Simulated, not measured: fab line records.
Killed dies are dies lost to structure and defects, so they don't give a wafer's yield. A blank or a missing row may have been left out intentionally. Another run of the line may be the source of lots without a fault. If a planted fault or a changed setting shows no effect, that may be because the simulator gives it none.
fab line records | flow nand_harc
record: lots: 6 | wafers: 18 | last_day: 24
route steps=1159 shown A_STAIRCASE@741 A_SGD_CUT@747 END@1159
lots that met no fault: taken from a fault-free run of the same line
start_h: start of the lot's first displayed wafer, in hours after the record's first day | wait_h: time in hours since the lot's previous step | " identical to the entry in the row above | L1.1+2: several wafers, shown together as one row | - no value, or no start was given | * or withheld: withheld | < > ~ a bound
route shown NAME@n: NAME is a module with steps in the file, n the number in the route of the first one | usual: mean and standard deviation over wafers with no fault | same: alike in all rows | chamber/n: place in a boat | sites: the reading at each site | _std_site: standard deviation of those values | _edge_site: the outer-site mean with the inner-site mean subtracted | radius_mm: how far each site lies from the wafer's centre | mask NAME#n: copy n | behind: the tool/chamber that last shaped the wafer | hold: cause of the lot's hold/its duration in hours/its outcome | device: transistor that didn't switch, given as n, p or np | end of line: tests run on the same wafers once the route is complete | a step without rows: its recipe alone | killed: at the first sort, the dies lost to defects and structure; wafer yield is something else | map: the dies of a wafer, with x for killed, . for not killed, _ for no die there
set.NAME: the setting as run; set.NAME@STEP: as run at that earlier step | model.NAME: the simulator's own value behind a step, which no gauge read
lots seen at some steps along the route; tables by step, rows by wafer
services: the hour from which a tool's chamber was out of use, counted from the record's first day as start_h (under 0 if before that day), plus the number of hours and why
== steps ==
step: NHARC_A_STAIRCASE_STRIP_475
recipe: time_s: 20 | o2_flow_sccm: 500 | ar_flow_sccm: 0 | bias_w: 0 | chemistry: O2
usual: drypump_motor_current_A: 5.73/0.22 | oes_product_au: 0.999/0.0095 | rf_vpp_V: 57.6/0.98 | showerhead_plenum_p_Torr: 3.47/0.17 | throttle_valve_pct: 17.036/0.0087
lot.wafer | tool        | chamber | start_h | wait_h | drypump_motor_current_A | oes_product_au | rf_hours_counter_h | rf_vpp_V | showerhead_plenum_p_Torr | throttle_valve_pct
L381.1    | rie_diel-04 | 3       | 309.34  | 0.2    | 5.98                    | 0.993          | 5                  | 59.0     | 3.64                     | 17.043
L381.4    | "           | 1       | "       | "      | 5.50                    | 0.992          | -                  | 57.3     | 3.48                     | 17.031
L381.5    | "           | 3       | "       | "      | 5.98                    | 0.991          | -                  | 57.5     | 3.64                     | 17.040
L383.2    | rie_diel-06 | 3       | -       | -      | 5.76                    | 0.995          | 31                 | 59.3     | 3.63                     | 17.017
L383.6    | "           | 1       | "       | "      | 6.23                    | 1.006          | -                  | 59.7     | 3.33                     | 17.039
L383.5    | "           | 2       | "       | "      | 5.71                    | 0.995          | -                  | 57.6     | 3.33                     | 17.034
L393.4    | rie_diel-05 | 2       | -       | -      | 5.35                    | 0.980          | 9                  | 57.2     | 3.48                     | 17.031
L393.2    | "           | 3       | "       | "      | 5.79                    | 1.009          | 10                 | 59.1     | 3.76                     | 17.029
L393.5    | "           | 1       | "       | "      | 5.74                    | 0.996          | -                  | 58.7     | 3.34                     | 17.041
L397.2    | rie_diel-06 | 1       | -       | -      | 6.18                    | 0.986          | 62                 | 56.6     | 3.31                     | 17.043
L397.4    | "           | 2       | "       | "      | 5.72                    | 0.993          | 64                 | 56.6     | 3.31                     | 17.039
L397.1    | "           | 0       | "       | "      | 5.58                    | 1.000          | 61                 | 57.5     | 3.28                     | 17.041
L399.2    | rie_diel-05 | 3       | -       | -      | 5.79                    | 1.015          | 26                 | 57.6     | 3.75                     | 17.049
L399.4    | "           | 0       | "       | "      | 5.71                    | 0.994          | 28                 | 56.5     | 3.30                     | 17.025
L399.5    | "           | 0       | "       | "      | 5.71                    | 1.000          | -                  | 56.3     | 3.30                     | 17.045
L402.3    | rie_diel-06 | 3       | -       | -      | 5.76                    | 0.999          | 7                  | 59.5     | 3.61                     | 17.037
L402.4    | "           | 1       | "       | "      | 6.29                    | 0.994          | 7                  | 57.2     | 3.31                     | 17.048
L402.5    | "           | 0       | "       | "      | 5.60                    | 1.007          | -                  | 57.5     | 3.80                     | 17.038
step: NHARC_A_STAIRCASE_DEP_471
recipe: target_thk_a: 1000 | temp_c: 400 | pressure_torr: 6.5 | rf_w: 900 | teos_flow_sccm: 161.4 | flow_sccm: 2650 | target_thk_nm: 100 | gas: O2 | material: SiO2
usual: heater_power_outer_w: 320/66 | heater_power_w: 574/100 | throttle_valve_pct: 16.1/0.56
lot.wafer | tool     | chamber | start_h | wait_h | heater_power_outer_w | heater_power_w | since_wet_clean_h | throttle_valve_pct
L381.1    | pecvd-03 | 0       | 309.50  | -      | 285                  | 529            | 4                 | 15.8
L381.5    | "        | 1       | "       | "      | 361                  | 617            | -                 | 15.9
L381.4    | "        | 2       | "       | "      | 267                  | 573            | -                 | 16.7
L383.2    | pecvd-03 | 1       | 330.97  | -      | 383                  | 657            | 26                | 15.8
L383.6    | "        | 2       | "       | "      | 301                  | 618            | -                 | 16.7
L383.5    | "        | 0       | "       | "      | 318                  | 598            | -                 | 15.6
L393.2    | pecvd-03 | 0       | 381.36  | -      | 287                  | 537            | 76                | 15.8
L393.4    | "        | 1       | "       | "      | 363                  | 619            | -                 | 16.0
L393.5    | "        | 0       | "       | "      | 289                  | 548            | -                 | 16.0
L397.1    | pecvd-04 | 1       | 419.22  | -      | 247                  | 447            | 30                | 17.1
L397.2    | "        | 2       | "       | "      | 328                  | 518            | 30                | 15.6
L397.4    | "        | 1       | "       | "      | 250                  | 457            | -                 | 16.9
L399.2    | pecvd-04 | 2       | 426.47  | -      | 273                  | 443            | 37                | 15.7
L399.5    | "        | 1       | "       | "      | 268                  | 508            | -                 | 16.9
L399.4    | "        | 0       | "       | "      | 274                  | 490            | -                 | 16.4
L402.3    | pecvd-04 | 0       | 445.23  | -      | 356                  | 605            | 56                | 16.5
L402.4    | "        | 2       | "       | "      | 349                  | 551            | -                 | 15.3
L402.5    | "        | 1       | "       | "      | 273                  | 495            | -                 | 16.7
step: NHARC_A_STAIRCASE_CMP_472
recipe: material: SiO2
usual: motor_current_A: 12.2/1.1
lot.wafer | tool   | chamber | start_h | wait_h | motor_current_A
L381.1    | cmp-03 | 0       | 309.79  | 0.3    | 11.9
L381.4    | "      | 2       | "       | "      | 11.8
L381.5    | "      | 0       | "       | "      | 12.8
L383.2    | cmp-03 | 2       | 331.32  | 0.3    | 11.3
L383.5    | "      | 3       | "       | "      | 13.6
L383.6    | "      | 0       | "       | "      | 12.7
L393.4    | cmp-04 | 0       | 381.57  | 0.2    | 13.7
L393.2    | "      | 2       | "       | "      | 12.4
L393.5    | "      | 0       | "       | "      | 13.6
L397.4    | cmp-03 | 0       | 419.47  | 0.1    | 12.6
L397.1    | "      | 1       | "       | "      | 11.9
L397.2    | "      | 3       | "       | "      | 14.2
L399.4    | cmp-02 | 0       | 426.76  | 0.2    | 13.7
L399.2    | "      | 1       | "       | "      | 12.2
L399.5    | "      | 2       | "       | "      | 12.1
L402.3    | cmp-03 | 1       | 445.47  | 0.2    | 12.0
L402.4    | "      | 3       | "       | "      | 13.7
L402.5    | "      | 2       | "       | "      | 12.1
step: NHARC_A_STAIRCASE_SRD_474
step: NHARC_A_STAIRCASE_INSPECT_155
usual: raw_defect_count: 358/120
lot.wafer | tool              | chamber | start_h | wait_h | raw_defect_count
L381.1    | defect_inspect-01 | -       | 310.11  | 0.1    | 242
L381.4    | "                 | -       | "       | "      | 197
L381.5    | "                 | -       | "       | "      | 170
L383.2    | defect_inspect-01 | -       | 331.59  | 0.1    | 209
L383.5    | "                 | -       | "       | "      | 267
L383.6    | "                 | -       | "       | "      | 226
L393.2    | defect_inspect-01 | -       | 381.92  | 0.1    | 259
L393.4    | "                 | -       | "       | "      | 280
L393.5    | "                 | -       | "       | "      | 276
L397.1    | defect_inspect-01 | -       | 419.84  | 0.1    | 596
L397.2    | "                 | -       | "       | "      | 429
L397.4    | "                 | -       | "       | "      | 513
L399.2    | defect_inspect-02 | -       | 427.09  | 0.1    | 144
L399.4    | "                 | -       | "       | "      | 339
L399.5    | "                 | -       | "       | "      | 210
L402.3    | defect_inspect-02 | -       | 445.82  | 0.1    | 458
L402.4    | "                 | -       | "       | "      | 394
L402.5    | "                 | -       | "       | "      | 501
step: NHARC_A_SGD_CUT_DEP_00
recipe: target_thk_a: 500 | temp_c: 400 | target_thk_nm: 50 | flow_sccm: 200 | rf_w: 450 | material: SiNx
usual: heater_power_outer_w: 454/67 | heater_power_w: 772/110
lot.wafer | tool     | chamber | start_h | wait_h | heater_power_outer_w | heater_power_w | since_wet_clean_h
L381.1    | pecvd-01 | 2       | 310.18  | 0.1    | 447                  | 747            | 60
L381.4    | "        | 2       | "       | "      | 445                  | 730            | -
L381.5    | "        | 1       | "       | "      | 558                  | 902            | -
L383.2    | pecvd-01 | 2       | 331.72  | 0.1    | 415                  | 687            | 82
L383.5    | "        | 0       | "       | "      | 513                  | 846            | -
L383.6    | "        | 2       | "       | "      | 430                  | 693            | -
L393.2    | pecvd-03 | 0       | 382.14  | 0.2    | 393                  | 695            | 77
L393.4    | "        | 2       | "       | "      | 403                  | 729            | -
L393.5    | "        | 0       | "       | "      | 389                  | 669            | -
L397.1    | pecvd-02 | 2       | 419.91  | 0.1    | 512                  | 842            | 73
L397.2    | "        | 1       | "       | "      | 381                  | 615            | 73
L397.4    | "        | 0       | "       | "      | 511                  | 908            | -
L399.2    | pecvd-02 | 0       | 427.25  | 0.2    | 567                  | 999            | 80
L399.5    | "        | 1       | "       | "      | 346                  | 574            | -
L399.4    | "        | 2       | "       | "      | 564                  | 896            | -
L402.3    | pecvd-01 | 1       | 445.94  | 0.1    | 509                  | 856            | 15
L402.4    | "        | 2       | "       | "      | 441                  | 696            | -
L402.5    | "        | 0       | "       | "      | 420                  | 731            | -
step: NHARC_A_SGD_CUT_DEHYDRATE_01
recipe: temp_c: 150 | time_s: 120
step: NHARC_A_SGD_CUT_HMDS_02
recipe: time_s: 30
step: NHARC_A_SGD_CUT_COAT_56
recipe: temp_c: 260 | time_s: 75
step: NHARC_A_SGD_CUT_COAT_57
recipe: temp_c: 225 | time_s: 65
step: NHARC_A_SGD_CUT_COAT_03
recipe: spin_rpm: 1500 | resist_thk_nm: 90
step: NHARC_A_SGD_CUT_SOFTBAKE_04
recipe: temp_c: 105 | time_s: 55
usual: heater_power_total_W: 188.46/0.13
lot.wafer | tool           | chamber | start_h | wait_h | heater_power_total_W
L381.1    | litho_track-06 | 0       | 310     | -      | 188.45
L381.4    | "              | 0       | "       | "      | 188.44
L381.5    | "              | 0       | "       | "      | 188.45
L383.2    | litho_track-01 | 0       | 331     | -      | 188.52
L383.5    | "              | 0       | "       | "      | 188.64
L383.6    | "              | 0       | "       | "      | 188.30
L393.2    | litho_track-04 | 0       | 382     | -      | 188.53
L393.4    | "              | 0       | "       | "      | 188.40
L393.5    | "              | 0       | "       | "      | 188.33
L397.1    | litho_track-06 | 0       | 420     | -      | 181.19
L397.2    | "              | 0       | "       | "      | 181.03
L397.4    | "              | 0       | "       | "      | 181.01
L399.2    | litho_track-06 | 0       | 427     | -      | 181.21
L399.4    | "              | 0       | "       | "      | 180.98
L399.5    | "              | 0       | "       | "      | 181.09
L402.3    | litho_track-04 | 0       | 446     | -      | 188.70
L402.4    | "              | 0       | "       | "      | 188.38
L402.5    | "              | 0       | "       | "      | 188.33
step: NHARC_A_SGD_CUT_EBR_05
step: NHARC_END_SORT_01
recipe: temp_c: 25
usual: killed_at_array: 28/11 | killed_at_other: 0.7/1.1 | killed_at_periphery: 2.9/2 | killed_dies: 32/11 | killed_open: 3.2/1.8 | killed_short: 2.0/1.4
same: gross_dies: 677
lot.wafer | tool      | chamber | start_h | wait_h | killed_at_array | killed_at_other | killed_at_periphery | killed_dies | killed_open | killed_short
L393.2    | prober-02 | 0       | 503.09  | 2.8    | 27              | 2               | 2                   | 31          | 5           | 2
L393.4    | prober-02 | 0       | 504.67  | 3.4    | 27              | 0               | 0                   | 27          | 3           | 5
L393.5    | prober-02 | 0       | 505.47  | 3.7    | 30              | 0               | 1                   | 31          | 1           | 3
killed by level:class
L393.2 A_CHANNEL_HOLE_D1:chamber_film_flake=19 A_STAIRCASE:chamber_film_flake=4 A_CONTACT:geometric_particle:open=2 P_CONTACT:geometric_particle:open=1 P_M0:geometric_particle:open=1 A_SOURCE_PLATE:geometric_particle:short=1 A_M0:geometric_particle:short=1 STARTING-WAFER:geometric_particle:open=1
L393.4 A_CHANNEL_HOLE_D1:chamber_film_flake=15 A_CHANNEL_FILL_D1:geometric_particle:short=4 A_WL_FILL:geometric_particle:short=1 A_CONTACT:geometric_particle:open=1 A_BLC:geometric_particle:open=1 A_M0:geometric_particle:open=1 A_ZERO_WELL:chamber_film_flake=1 A_CHANNEL_FILL_D1:chamber_film_flake=1
L393.5 A_CHANNEL_HOLE_D1:chamber_film_flake=24 A_WL_FILL:chamber_film_flake=2 P_CONTACT:geometric_particle:short=1 A_WL_FILL:geometric_particle:short=1 A_CONTACT:geometric_particle:short=1 A_CONTACT:geometric_particle:open=1 A_CONTACT:chamber_film_flake=1
== services ==
tool           | chamber | start_h | hours | kind
rie_diel-04    | -       | 289.03  | 9.0   | pm
cmp-04         | -       | 290.48  | 0.5   | repair
litho_track-06 | -       | 292.00  | 7.0   | pm
pecvd-03       | -       | 292.31  | 13.0  | pm
pecvd-03       | 0       | 292.31  | 13.0  | vent_cycle
cmp-04         | -       | 293.00  | 16.5  | repair
rie_diel-06    | 0       | 298.58  | 3.3   | repair
rie_diel-04    | 2       | 307.44  | 18.4  | repair
litho_track-04 | -       | 316.00  | 7.0   | pm
cmp-02         | -       | 316.36  | 1.3   | repair
cmp-02         | -       | 324.56  | 4.0   | pm
pecvd-02       | -       | 334.00  | 13.0  | pm
rie_diel-05    | -       | 340.60  | 9.0   | pm
cmp-03         | -       | 352.09  | 4.0   | pm
cmp-02         | -       | 358.85  | 3.0   | repair
cmp-04         | -       | 364.01  | 3.6   | repair
pecvd-04       | -       | 376.32  | 13.0  | pm
cmp-04         | -       | 407.49  | 4.0   | pm
pecvd-01       | -       | 418.00  | 13.0  | pm
rie_diel-04    | 3       | 419.08  | 20.6  | repair
rie_diel-06    | -       | 419.80  | 9.0   | pm
cmp-02         | -       | 422.56  | 4.0   | pm
cmp-03         | -       | 436.45  | 0.8   | repair
litho_track-01 | -       | 443.00  | 7.0   | pm
== key ==
first_sign: step: NHARC_A_SGD_CUT_SOFTBAKE_04 | reading: heater_power_total_W | direction: down | sigmas: 55 | usual: * | struck: *
effect none on later readings
met_at NHARC_A_SGD_CUT_SOFTBAKE_04
struck_wafers L397.1,L397.2,L397.4,L399.2,L399.4,L399.5
tester_left_out L397,L399
fault: kind: process_parameter_drift | tool: litho_track-06 | chamber: - | onset_h: 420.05 | steps: NHARC_A_SGD_CUT_SOFTBAKE_04 | channel: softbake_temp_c | offset: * | shape: step | end_h: 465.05 | acts_in: * | stated: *
tester_left_out: of these lots the tester's yield and bins aren't shown, on N5 and GAA mostly nor the transistor test; their killed dies are dies lost to structure and defects alone, not to doping, threshold or leakage, so they don't give the yield
